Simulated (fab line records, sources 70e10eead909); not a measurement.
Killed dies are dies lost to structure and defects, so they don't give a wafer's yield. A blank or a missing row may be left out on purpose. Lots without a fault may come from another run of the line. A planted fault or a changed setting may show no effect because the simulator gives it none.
A struck lot beside a sound one | flow nand_harc | 15 steps out of a route of 1302
Sound: wafers L883.3, L883.4, L883.5. Struck: wafers L896.1, L896.2, L896.6. The cause comes at the end.
At each step with rows: each side's tool, then ch and its chambers, then its first start. Under that, the readings that differ: sound wafers | struck wafers | difference of the means | sigmas: that difference in standard deviations of wafers without a fault.
alike: readings whose means differ by less than 2 such deviations, and words and numbers that are the same on both sides. not compared: withheld readings, readings that some wafer has no value for, bounds like >300 that may hide the same value, and numbers for which the record gives no deviation and whose values overlap.
The two part at a step that has a row with sigmas, a row that says differs or no value, or rows on one side only. Numbers that don't overlap but have no deviation are shown without sigmas and don't part them. A reading that every wafer of one side lacks parts them only if that side has two wafers or more.

NHARC_P_M0_DESCUM_14: chemistry O2, time 3 s.
  sound on rie_diel-02 ch 0,2, day 8 15:10; struck on rie_diel-02 ch 0,1,2, day 14 05:14
  alike: drypump_motor_current_A, oes_product_au, rf_vpp_V, showerhead_plenum_p_Torr, throttle_valve_pct
  not compared: rf_hours_counter_h
NHARC_P_M0_ETCH_34: etches the open film in N2/H2, target depth 40 nm, overetch 12 nm, time 43.94 s.
  sound on rie_diel-02 ch 0,1,2, day 8 15:15; struck on rie_diel-02 ch 0,2, day 14 05:21
  alike: drypump_motor_current_A, h2_flow_sccm, oes_product_au, rf_vpp_V, showerhead_plenum_p_Torr, throttle_valve_pct
  not compared: rf_hours_counter_h
then, 1 step without rows for these wafers: NHARC_P_M0_ETCH_15 (etches the open film in C4F8/Ar, target depth 150 nm, overetch 15 nm, time 82.5 s).
NHARC_P_M0_CD_MEAS_16:
  sound on cd_sem-01, day 8 15:29; struck on cd_sem-01, day 14 05:35
  alike: cd_nm
NHARC_P_M0_STRIP_18: strips in N2/H2.
  sound on rie_diel-09 ch 0,2,3, day 8 15:35; struck on rie_diel-02 ch 0,1,2, day 14 05:42
  alike: drypump_motor_current_A, h2_flow_sccm, oes_product_au, rf_vpp_V, showerhead_plenum_p_Torr, throttle_valve_pct
  not compared: rf_hours_counter_h
then, 4 steps without rows for these wafers: NHARC_P_M0_STRIP_19 (strips in post etch residue remover, time 600 s); NHARC_P_M0_DEGAS_28 (time 60 s); NHARC_P_M0_PRE_CLEAN_29 (time 30 s); NHARC_P_M0_PVD_20 (deposits TaN, target thk 5 nm, time 8.06 s).
NHARC_P_M0_PVD_21: deposits Cu, target thk 30 nm, time 20.49 s.
  sound on pvd_sputter-03; struck on pvd_sputter-01
  alike: throttle_valve_pct
then, 1 step without rows for these wafers: NHARC_P_M0_ECD_22 (material Cu, target thk 400 nm).
NHARC_P_M0_ANNEAL_30: time 90 s.
  sound on rtp_anneal-01 ch 0, day 8 16:55; struck on rtp_anneal-02 ch 0, day 14 07:00
  alike: wafer_temp_C_max
NHARC_P_M0_CMP_23: polishes, t overpolish 20 s, target thk 117.54 nm.
  sound on cmp-04 ch 0,1,2, day 8 17:11; struck on cmp-04 ch 0,2,3, day 14 07:20
  no value came back on the struck wafers for edge_zone_pressure_frac, motor_current_A (A), time_to_endpoint_s (s); on the sound wafers edge_zone_pressure_frac reads 1.004 0.991 0.999
NHARC_P_M0_THK_MEAS_24: measures by xrf.
  sound on film_metro-01, day 8 17:29; struck on film_metro-01, day 14 07:39
  reading     | sound             | struck            | difference | sigmas
  thk_nm (nm) | 118.8 116.3 118.4 | 395.3 398.2 408.7 | +282.9     | +99 or more
then, 1 step without rows for these wafers: NHARC_P_M0_SRD_25.

WHERE THEY PART
First at NHARC_P_M0_CMP_23; last, within this record, at NHARC_P_M0_THK_MEAS_24.

WHY: what the simulator had put in
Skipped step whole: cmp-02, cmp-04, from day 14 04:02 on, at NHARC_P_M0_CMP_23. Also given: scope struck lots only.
